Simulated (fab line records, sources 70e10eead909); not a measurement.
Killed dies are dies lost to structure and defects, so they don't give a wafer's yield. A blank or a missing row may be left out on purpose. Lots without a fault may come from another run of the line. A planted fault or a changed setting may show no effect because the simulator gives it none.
Which tool did it? | flow nand_harc | 24 lots, 72 wafers sampled, at 6 steps of a route of 1159

WHAT THE GAUGES READ, wafer by wafer
The record holds no reading of a measuring or inspecting step that can be judged against a usual standard deviation.

WHICH TOOL RAN EACH LOT (tool, then ch and the chambers of the sampled wafers, then the start)
lot  | NHARC_A_STAIRCASE_DESCUM_219       | NHARC_A_STAIRCASE_ETCH_292         | NHARC_A_STAIRCASE_DESCUM_312       | NHARC_A_STAIRCASE_ALD_415        | NHARC_A_STAIRCASE_DEP_322       | NHARC_A_STAIRCASE_CMP_152
L074 | rie_diel-12 ch 0,2,3, day 11 14:19 | rie_diel-12 ch 0,1,2, day 11 23:44 | rie_diel-12 ch 1,3, day 12 08:11   | ald_hk-04 ch 1,2,3, day 12 10:17 | pecvd-04 ch 0,1, day 13 10:46   | cmp-04 ch 2,3, day 14 06:03
L075 | rie_diel-12 ch 0,1,3, day 11 16:02 | rie_diel-05 ch 1,2, day 12 00:43   | rie_diel-05 ch 0,1, day 12 10:01   | ald_hk-04 ch 0,2,3, day 12 12:28 | pecvd-02 ch 0,1,2, day 13 10:52 | cmp-01 ch 0,2,3, day 14 05:48
L076 | rie_diel-12 ch 1,2, day 11 20:43   | rie_diel-05 ch 0,1,3, day 12 08:38 | rie_diel-05 ch 0,2, day 12 15:50   | ald_hk-04 ch 0,1,3, day 12 21:03 | pecvd-01 ch 0,1,2, day 13 19:19 | cmp-04 ch 1,3, day 14 17:31
L077 | rie_diel-12 ch 1,2,3, day 11 20:46 | rie_diel-02 ch 0,3, day 12 06:19   | rie_diel-12 ch 0,1,3, day 12 14:29 | ald_hk-03 ch 0,2,3, day 12 17:28 | pecvd-04 ch 0,1, day 13 19:18   | cmp-02 ch 1,2,3, day 14 17:14
L078 | rie_diel-05 ch 0,2,3, day 12 07:08 | rie_diel-12 ch 0,1,2, day 12 16:23 | rie_diel-12 ch 1,2,3, day 12 23:14 | ald_hk-03 ch 0,2,3, day 13 01:19 | pecvd-04 ch 0,1,2, day 13 22:55 | cmp-01 ch 1,2,3, day 14 17:20
L081 | rie_diel-02 ch 0,2,3, day 12 16:49 | rie_diel-12 ch 2,3, day 13 02:13   | rie_diel-02 ch 0,2,3, day 13 07:43 | ald_hk-04 ch 0,2,3, day 13 11:52 | pecvd-04 ch 0,2, day 14 10:04   | cmp-01 ch 1,2,3, day 15 05:58
L080 | rie_diel-05 ch 0,1, day 12 17:59   | rie_diel-12 ch 1,2,3, day 13 02:16 | rie_diel-12 ch 2,3, day 13 08:05   | ald_hk-03 ch 0,1,2, day 13 10:32 | pecvd-01 ch 0,2, day 14 10:04   | cmp-02 ch 0,1,2, day 15 06:23
L079 | rie_diel-05 ch 1,2,3, day 12 22:02 | rie_diel-12 ch 0,1,2, day 13 05:59 | rie_diel-02 ch 0,1,2, day 13 11:09 | ald_hk-03 ch 0,2,3, day 13 15:23 | pecvd-01 ch 0,2, day 14 16:01   | cmp-02 ch 1,2,3, day 15 11:51
L082 | rie_diel-12 ch 1,2, day 13 06:24   | rie_diel-12 ch 0,2,3, day 13 18:09 | rie_diel-12 ch 1,2, day 14 01:46   | ald_hk-03 ch 0,2, day 14 05:30   | pecvd-01 ch 0,2, day 15 04:59   | cmp-02 ch 0,3, day 15 23:55
L083 | rie_diel-12 ch 0,2,3, day 13 13:12 | rie_diel-12 ch 0,1,2, day 14 00:31 | rie_diel-02 ch 0,2,3, day 14 05:34 | ald_hk-04 ch 0,1,3, day 14 07:40 | pecvd-04 ch 0,1,2, day 15 04:59 | cmp-04 ch 0,1,3, day 16 00:11
L084 | rie_diel-05 ch 1,3, day 13 14:32   | rie_diel-02 ch 1,3, day 14 01:35   | rie_diel-05 ch 0,1, day 14 07:49   | ald_hk-03 ch 0,2, day 14 09:55   | pecvd-02 ch 0,1,2, day 15 15:07 | cmp-01 ch 0,1, day 16 10:44
L088 | rie_diel-12 ch 0,1, day 14 10:26   | rie_diel-05 ch 0,3, day 14 19:19   | rie_diel-12 ch 2,3, day 15 01:02   | ald_hk-01 ch 1,2, day 15 03:02   | pecvd-01 ch 0,1,2, day 16 01:25 | cmp-04 ch 1,2, day 16 23:26
L085 | rie_diel-02 ch 0,1,3, day 14 11:14 | rie_diel-12 ch 0,2, day 14 21:03   | rie_diel-02 ch 0,2, day 15 02:05   | ald_hk-03 ch 0,1,3, day 15 04:11 | pecvd-04 ch 1,2, day 16 01:14   | cmp-01 ch 0,1,3, day 16 23:19
L087 | rie_diel-05 ch 1,2,3, day 14 11:32 | rie_diel-12 ch 0,1,2, day 14 23:23 | rie_diel-12 ch 0,1,3, day 15 04:32 | ald_hk-01 ch 1,2,3, day 15 07:18 | pecvd-02 ch 0,2, day 16 14:31   | cmp-01 ch 0,1,2, day 17 11:44
L089 | rie_diel-05 ch 0,2,3, day 15 02:01 | rie_diel-05 ch 0,1,2, day 15 14:10 | rie_diel-02 ch 0,1,2, day 15 22:34 | ald_hk-03 ch 0,1,3, day 16 01:03 | pecvd-01 ch 0,1,2, day 17 01:26 | cmp-01 ch 0,1,3, day 17 21:19
L086 | rie_diel-02 ch 0,3, day 15 03:37   | rie_diel-02 ch 0,3, day 15 12:57   | rie_diel-12 ch 0,1, day 15 18:07   | ald_hk-03 ch 1,2, day 15 20:35   | pecvd-02 ch 0,1, day 16 17:40   | cmp-04 ch 0,1, day 17 12:05
L090 | rie_diel-02 ch 0,3, day 15 03:54   | rie_diel-12 ch 0,3, day 15 13:11   | rie_diel-12 ch 1,2, day 15 21:47   | ald_hk-03 ch 1,2,3, day 16 00:07 | pecvd-02 ch 1,2, day 17 01:50   | cmp-04 ch 0,2,3, day 17 21:46
L091 | rie_diel-02 ch 1,2, day 15 15:16   | rie_diel-02 ch 1,2, day 16 02:43   | rie_diel-12 ch 0,2,3, day 16 10:42 | ald_hk-01 ch 1,2,3, day 16 13:01 | pecvd-02 ch 1,2, day 17 11:04   | cmp-02 ch 0,3, day 18 07:52
L094 | rie_diel-02 ch 1,2, day 15 17:17   | rie_diel-12 ch 0,1,3, day 16 06:16 | rie_diel-02 ch 1,2,3, day 16 12:40 | ald_hk-01 ch 2,3, day 16 14:47   | pecvd-01 ch 0,1, day 17 11:05   | cmp-01 ch 0,3, day 18 07:54
L092 | rie_diel-05 ch 0,1,2, day 15 17:58 | rie_diel-02 ch 0,2,3, day 16 07:13 | rie_diel-12 ch 1,2,3, day 16 15:08 | ald_hk-03 ch 0,2,3, day 16 17:02 | pecvd-02 ch 0,2, day 17 17:57   | cmp-01 ch 0,1,3, day 18 12:00
L093 | rie_diel-05 ch 1,2,3, day 15 22:31 | rie_diel-02 ch 0,1,2, day 16 08:21 | rie_diel-05 ch 0,2,3, day 16 15:44 | ald_hk-01 ch 0,3, day 16 17:41   | pecvd-04 ch 0,1,2, day 17 17:57 | cmp-01 ch 0,1,2, day 18 12:35
L097 | rie_diel-02 ch 0,1,2, day 16 20:11 | rie_diel-12 ch 0,1,2, day 17 05:43 | rie_diel-02 ch 0,2,3, day 17 11:46 | ald_hk-04 ch 1,2,3, day 17 14:02 | pecvd-04 ch 0,1, day 18 13:04   | cmp-01 ch 0,1,2, day 19 08:43
L096 | rie_diel-05 ch 2,3, day 17 01:51   | rie_diel-12 ch 1,3, day 17 10:10   | rie_diel-12 ch 0,1,3, day 17 16:07 | ald_hk-01 ch 1,3, day 17 18:13   | pecvd-02 ch 0,1,2, day 18 13:10 | cmp-04 ch 1,2,3, day 19 08:44
L095 | rie_diel-05 ch 0,1,3, day 17 01:58 | rie_diel-12 ch 0,3, day 17 10:58   | rie_diel-05 ch 1,2,3, day 17 16:30 | ald_hk-04 ch 0,1,2, day 17 18:26 | pecvd-02 ch 1,2, day 18 13:43   | cmp-02 ch 0,1,3, day 19 10:08
- NHARC_A_STAIRCASE_DESCUM_219: chemistry O2, time 3 s.
- NHARC_A_STAIRCASE_ETCH_292: etches the open film in CF4/CHF3.
- NHARC_A_STAIRCASE_DESCUM_312: chemistry O2, time 3 s.
- NHARC_A_STAIRCASE_ALD_415: deposits SiO2, target thk 30 nm, pulse time 6 s, ald cycles 300.
- NHARC_A_STAIRCASE_DEP_322: deposits SiO2, target thk 3800 nm.
- NHARC_A_STAIRCASE_CMP_152: polishes.

WHAT THE TOOLS THEMSELVES READ (means of the sampled wafers that have a number; where no wafer has one, the mark that the record gives instead)
NHARC_A_STAIRCASE_DESCUM_219.
lot  | tool        | drypump_motor_current_A (A) | oes_product_au (a.u.) | rf_vpp_V (V) | showerhead_plenum_p_Torr (Torr) | throttle_valve_pct (%)
L074 | rie_diel-12 | 5.7                         | 0.995                 | 57.4         | 2.00                            | 11.307
L075 | rie_diel-12 | 5.7                         | 0.996                 | 58.7         | 2.04                            | 11.311
L076 | rie_diel-12 | 5.8                         | 0.998                 | 58.8         | 1.98                            | 11.305
L077 | rie_diel-12 | 5.7                         | 1.004                 | 57.1         | 2.00                            | 11.304
L078 | rie_diel-05 | 6.2                         | 0.990                 | 58.3         | 1.96                            | 11.303
L081 | rie_diel-02 | 5.8                         | 1.008                 | 57.1         | 1.83                            | 11.318
L080 | rie_diel-05 | 5.8                         | 1.002                 | 58.1         | 1.94                            | 11.307
L079 | rie_diel-05 | 6.2                         | 0.993                 | 58.1         | 1.94                            | 11.310
L082 | rie_diel-12 | 5.9                         | 0.996                 | 57.9         | 2.01                            | 11.309
L083 | rie_diel-12 | 5.7                         | 0.993                 | 58.5         | 2.00                            | 11.313
L084 | rie_diel-05 | 6.4                         | 0.993                 | 58.2         | 1.91                            | 11.309
L088 | rie_diel-12 | 5.9                         | 0.993                 | 57.5         | 2.05                            | 11.324
L085 | rie_diel-02 | 6.1                         | 1.008                 | 56.7         | 1.79                            | 11.306
L087 | rie_diel-05 | 6.2                         | 0.994                 | 57.5         | 1.94                            | 11.309
L089 | rie_diel-05 | 6.2                         | 0.996                 | 58.2         | 1.95                            | 11.312
L086 | rie_diel-02 | 5.9                         | 1.001                 | 57.4         | 1.79                            | 11.312
L090 | rie_diel-02 | 5.9                         | 1.005                 | 57.4         | 1.79                            | 11.302
L091 | rie_diel-02 | 6.0                         | 0.999                 | 57.7         | 1.81                            | 11.316
L094 | rie_diel-02 | 5.6                         | 0.993                 | 57.4         | 1.85                            | 11.310
L092 | rie_diel-05 | 6.0                         | 0.995                 | 57.1         | 1.95                            | 11.317
L093 | rie_diel-05 | 6.2                         | 1.004                 | 58.4         | 1.94                            | 11.311
L097 | rie_diel-02 | 5.8                         | 1.010                 | 57.9         | 1.81                            | 11.314
L096 | rie_diel-05 | 6.3                         | 1.004                 | 57.3         | 1.97                            | 11.309
L095 | rie_diel-05 | 6.1                         | 0.999                 | 58.3         | 1.91                            | 11.313

NHARC_A_STAIRCASE_ETCH_292.
lot  | tool        | drypump_motor_current_A (A) | oes_product_au (a.u.) | rf_vpp_V (V) | showerhead_plenum_p_Torr (Torr) | throttle_valve_pct (%)
L074 | rie_diel-12 | 5.8                         | 0.930                 | 373.6        | 1.66                            | 16.805
L075 | rie_diel-05 | 6.0                         | 0.960                 | 371.9        | 1.62                            | 16.798
L076 | rie_diel-05 | 6.1                         | 0.930                 | 370.0        | 1.58                            | 16.799
L077 | rie_diel-02 | 5.9                         | 0.962                 | 367.6        | 1.48                            | 16.814
L078 | rie_diel-12 | 5.8                         | 0.967                 | 373.1        | 1.65                            | 16.809
L081 | rie_diel-12 | 5.7                         | 0.919                 | 371.5        | 1.61                            | 16.810
L080 | rie_diel-12 | 5.7                         | 0.931                 | 373.4        | 1.64                            | 16.810
L079 | rie_diel-12 | 5.8                         | 0.922                 | 372.9        | 1.65                            | 16.796
L082 | rie_diel-12 | 5.7                         | 0.963                 | 372.6        | 1.64                            | 16.801
L083 | rie_diel-12 | 5.8                         | 0.922                 | 373.6        | 1.65                            | 16.807
L084 | rie_diel-02 | 6.4                         | 0.930                 | 368.1        | 1.48                            | 16.810
L088 | rie_diel-05 | 6.3                         | 0.922                 | 370.4        | 1.57                            | 16.794
L085 | rie_diel-12 | 5.8                         | 0.961                 | 373.9        | 1.66                            | 16.795
L087 | rie_diel-12 | 5.8                         | 0.922                 | 372.8        | 1.65                            | 16.809
L089 | rie_diel-05 | 6.0                         | 0.959                 | 371.8        | 1.60                            | 16.808
L086 | rie_diel-02 | 5.9                         | 0.944                 | 367.2        | 1.48                            | 16.805
L090 | rie_diel-12 | 5.7                         | 0.920                 | 373.2        | 1.67                            | 16.809
L091 | rie_diel-02 | 5.6                         | 0.917                 | 368.9        | 1.52                            | 16.799
L094 | rie_diel-12 | 5.7                         | 0.920                 | 373.7        | 1.66                            | 16.798
L092 | rie_diel-02 | 5.8                         | 0.919                 | 367.8        | 1.50                            | 16.792
L093 | rie_diel-02 | 5.7                         | 0.960                 | 368.0        | 1.50                            | 16.801
L097 | rie_diel-12 | 5.8                         | 0.950                 | 372.7        | 1.64                            | 16.804
L096 | rie_diel-12 | 5.6                         | 0.952                 | 373.6        | 1.64                            | 16.805
L095 | rie_diel-12 | 5.6                         | 0.946                 | 373.5        | 1.65                            | 16.797

NHARC_A_STAIRCASE_DESCUM_312.
lot  | tool        | drypump_motor_current_A (A) | oes_product_au (a.u.) | rf_vpp_V (V) | showerhead_plenum_p_Torr (Torr) | throttle_valve_pct (%)
L074 | rie_diel-12 | 5.6                         | 0.996                 | 58.7         | 2.02                            | 11.318
L075 | rie_diel-05 | 5.8                         | 1.001                 | 58.9         | 1.94                            | 11.317
L076 | rie_diel-05 | 5.9                         | 1.002                 | 58.0         | 1.97                            | 11.308
L077 | rie_diel-12 | 5.7                         | 0.995                 | 58.5         | 2.04                            | 11.314
L078 | rie_diel-12 | 5.7                         | 0.995                 | 57.4         | 1.99                            | 11.319
L081 | rie_diel-02 | 5.8                         | 1.006                 | 57.9         | 1.82                            | 11.315
L080 | rie_diel-12 | 5.7                         | 0.984                 | 58.9         | 1.95                            | 11.313
L079 | rie_diel-02 | 5.8                         | 0.998                 | 57.2         | 1.82                            | 11.320
L082 | rie_diel-12 | 5.9                         | 0.991                 | 58.2         | 2.01                            | 11.311
L083 | rie_diel-02 | 5.8                         | 0.996                 | 57.8         | 1.82                            | 11.312
L084 | rie_diel-05 | 5.9                         | 1.000                 | 59.0         | 1.92                            | 11.312
L088 | rie_diel-12 | 5.6                         | 0.994                 | 58.5         | 1.97                            | 11.319
L085 | rie_diel-02 | 5.6                         | 1.009                 | 57.2         | 1.82                            | 11.304
L087 | rie_diel-12 | 5.7                         | 0.997                 | 58.6         | 2.03                            | 11.317
L089 | rie_diel-02 | 5.8                         | 1.009                 | 57.3         | 1.82                            | 11.307
L086 | rie_diel-12 | 5.8                         | 0.996                 | 58.0         | 2.05                            | 11.313
L090 | rie_diel-12 | 5.9                         | 1.001                 | 58.1         | 2.00                            | 11.315
L091 | rie_diel-12 | 5.7                         | 0.999                 | 57.4         | 1.99                            | 11.307
L094 | rie_diel-02 | 6.0                         | 1.000                 | 57.9         | 1.81                            | 11.316
L092 | rie_diel-12 | 5.7                         | 0.998                 | 57.8         | 1.99                            | 11.316
L093 | rie_diel-05 | 6.2                         | 1.002                 | 58.6         | 1.95                            | 11.318
L097 | rie_diel-02 | 5.8                         | 1.003                 | 58.5         | 1.81                            | 11.306
L096 | rie_diel-12 | 5.7                         | 1.002                 | 58.0         | 2.02                            | 11.311
L095 | rie_diel-05 | 6.2                         | 1.002                 | 57.3         | 1.93                            | 11.313

NHARC_A_STAIRCASE_ALD_415.
lot  | tool      | heater_power_w (W) | precursor_pulse_height_rel
L074 | ald_hk-04 | 457                | 0.999
L075 | ald_hk-04 | 487                | 1.007
L076 | ald_hk-04 | 445                | 1.009
L077 | ald_hk-03 | 506                | 1.010
L078 | ald_hk-03 | 493                | 0.976
L081 | ald_hk-04 | 477                | 1.011
L080 | ald_hk-03 | 483                | 0.996
L079 | ald_hk-03 | 495                | 1.006
L082 | ald_hk-03 | 491                | 0.990
L083 | ald_hk-04 | 444                | 0.994
L084 | ald_hk-03 | 487                | 0.996
L088 | ald_hk-01 | 501                | 1.002
L085 | ald_hk-03 | 487                | 1.007
L087 | ald_hk-01 | 485                | 0.997
L089 | ald_hk-03 | 483                | 0.999
L086 | ald_hk-03 | 479                | 1.007
L090 | ald_hk-03 | 492                | 1.001
L091 | ald_hk-01 | 484                | 1.000
L094 | ald_hk-01 | 479                | 0.987
L092 | ald_hk-03 | 492                | 1.002
L093 | ald_hk-01 | 462                | 1.003
L097 | ald_hk-04 | 456                | 0.995
L096 | ald_hk-01 | 462                | 1.021
L095 | ald_hk-04 | 445                | 0.998

NHARC_A_STAIRCASE_DEP_322.
lot  | tool     | heater_power_w (W)
L074 | pecvd-04 | 697
L075 | pecvd-02 | 718
L076 | pecvd-01 | 558
L077 | pecvd-04 | 610
L078 | pecvd-04 | 706
L081 | pecvd-04 | 613
L080 | pecvd-01 | 583
L079 | pecvd-01 | 565
L082 | pecvd-01 | 613
L083 | pecvd-04 | 635
L084 | pecvd-02 | 790
L088 | pecvd-01 | 518
L085 | pecvd-04 | 702
L087 | pecvd-02 | 765
L089 | pecvd-01 | 634
L086 | pecvd-02 | 783
L090 | pecvd-02 | 690
L091 | pecvd-02 | 744
L094 | pecvd-01 | 547
L092 | pecvd-02 | 773
L093 | pecvd-04 | 605
L097 | pecvd-04 | 620
L096 | pecvd-02 | 758
L095 | pecvd-02 | 772

NHARC_A_STAIRCASE_CMP_152.
lot  | tool   | motor_current_A (A) | retaining_ring_pressure_frac
L074 | cmp-04 | 12.2                | 1.003
L075 | cmp-01 | 11.9                | 1.000
L076 | cmp-04 | 12.9                | 1.001
L077 | cmp-02 | 11.2                | 0.991
L078 | cmp-01 | 12.1                | 1.000
L081 | cmp-01 | 11.9                | 1.003
L080 | cmp-02 | 12.5                | 0.994
L079 | cmp-02 | 11.8                | 1.001
L082 | cmp-02 | 12.1                | 0.993
L083 | cmp-04 | 12.3                | 1.001
L084 | cmp-01 | 11.5                | 1.003
L088 | cmp-04 | 12.6                | 1.003
L085 | cmp-01 | 11.8                | 0.996
L087 | cmp-01 | 12.1                | 0.998
L089 | cmp-01 | 11.7                | 1.000
L086 | cmp-04 | 12.9                | 0.999
L090 | cmp-04 | 11.8                | 1.000
L091 | cmp-02 | 12.6                | 1.002
L094 | cmp-01 | 11.7                | 0.994
L092 | cmp-01 | 11.7                | 0.999
L093 | cmp-01 | 11.8                | 0.999
L097 | cmp-01 | 12.2                | 0.998
L096 | cmp-04 | 12.2                | 0.997
L095 | cmp-02 | 12.5                | 0.995

THE ANSWER, worked out from the rows above alone
Rule: what is usual is taken from the lots themselves. Put in order of their means at a reading, lots are off if they are a third of the lots or fewer, leave a main group of 4 or more, and stand apart from it by a gap of 3 or more times the standard deviation of the main group's means; of several such gaps the widest counts. A main group whose means are all the same, to the digits that the tables above print for the reading, isn't used. A lot without any number at a reading at which 4 lots or more have one is off too. The other lots that the step has rows for count as sound. The gauges are gone through in route order, then the tools' own readings, and for those a lot's mean is taken as printed above. The first step at which some lot is off is used, and at that step the reading that is off furthest; a lot without a number counts as furthest.
No lot is off at any reading shown: from this, nothing can be told.

WHAT THE SIMULATOR HAD PUT IN
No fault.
